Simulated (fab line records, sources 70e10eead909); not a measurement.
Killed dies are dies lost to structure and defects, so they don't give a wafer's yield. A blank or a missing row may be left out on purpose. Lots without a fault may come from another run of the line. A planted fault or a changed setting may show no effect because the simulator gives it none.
Chamber matching | flow nand_harc | NHARC_A_BLC_STRIP_29 on rie_diel-09: 4 sister chambers
The step strips in CF4. 18 wafers are shown with their chamber, then 9 later ones without.

WAFERS WITH THEIR CHAMBER
wafer  | chamber | showerhead_plenum_p_Torr (Torr) | drypump_motor_current_A (A) | throttle_valve_pct (%)
L507.1 | 2       | 1.70                            | 6.5                         | 13.282
L507.4 | 1       | 1.79                            | 5.1                         | 13.274
L507.5 | 3       | 1.78                            | 5.4                         | 13.275
L509.1 | 2       | 1.70                            | 6.5                         | 13.293
L509.2 | 3       | 1.78                            | 5.4                         | 13.281
L509.6 | 0       | 1.86                            | 5.1                         | 13.296
L513.1 | 3       | 1.78                            | 5.4                         | 13.284
L513.2 | 2       | 1.70                            | 6.5                         | 13.280
L513.3 | 1       | 1.79                            | 5.1                         | 13.278
L514.1 | 0       | 1.86                            | 5.1                         | 13.280
L514.4 | 2       | 1.70                            | 6.4                         | 13.291
L514.6 | 1       | 1.79                            | 5.1                         | 13.272
L520.1 | 0       | 1.86                            | 5.1                         | 13.284
L520.4 | 3       | 1.78                            | 5.4                         | 13.261
L520.5 | 3       | 1.78                            | 5.4                         | 13.292
L525.2 | 0       | 1.86                            | 5.1                         | 13.273
L525.3 | 3       | 1.77                            | 5.4                         | 13.280
L525.6 | 0       | 1.86                            | 5.1                         | 13.283

SIGNATURES (means of the wafers above)
reading                  | chamber 0 | chamber 1 | chamber 2 | chamber 3 | scatter within a chamber
showerhead_plenum_p_Torr | 1.8600    | 1.7900    | 1.7000    | 1.7783    | 0.00244
drypump_motor_current_A  | 5.100     | 5.100     | 6.475     | 5.400     | 0.0231
throttle_valve_pct       | 13.28320  | 13.27467  | 13.28650  | 13.27883  | 0.00829
Rule: a wafer's distance from a chamber is the root of the sum, over the readings, of the square of ((its reading less the chamber's mean) divided by the reading's scatter). The wafer belongs to the nearest chamber; if the next one is less than 2 further off, it can't be placed. The scatter: the root of (the sum of the squares of (reading less its chamber's mean) over the shown wafers, divided by (wafers less chambers)).

WAFERS WITHOUT THEIR CHAMBER
wafer  | showerhead_plenum_p_Torr (Torr) | drypump_motor_current_A (A) | throttle_valve_pct (%)
L524.2 | 1.77                            | 5.4                         | 13.279
L524.4 | 1.79                            | 5.1                         | 13.294
L524.6 | 1.77                            | 5.4                         | 13.292
L527.4 | 1.77                            | 5.4                         | 13.267
L527.5 | 1.69                            | 6.5                         | 13.278
L527.6 | 1.79                            | 5.1                         | 13.300
L530.3 | 1.77                            | 5.4                         | 13.291
L530.4 | 1.86                            | 5.1                         | 13.294
L530.6 | 1.69                            | 6.5                         | 13.282

WHICH CHAMBER EACH WENT THROUGH
wafer  | from the rows above | in truth
L524.2 | 3                   | 3
L524.4 | 1                   | 1
L524.6 | 3                   | 3
L527.4 | 3                   | 3
L527.5 | 2                   | 2
L527.6 | 1                   | 1
L530.3 | 3                   | 3
L530.4 | 0                   | 0
L530.6 | 2                   | 2
Placed correctly: 9 of 9. Can't be placed from these rows: 0. Placed wrongly: 0.
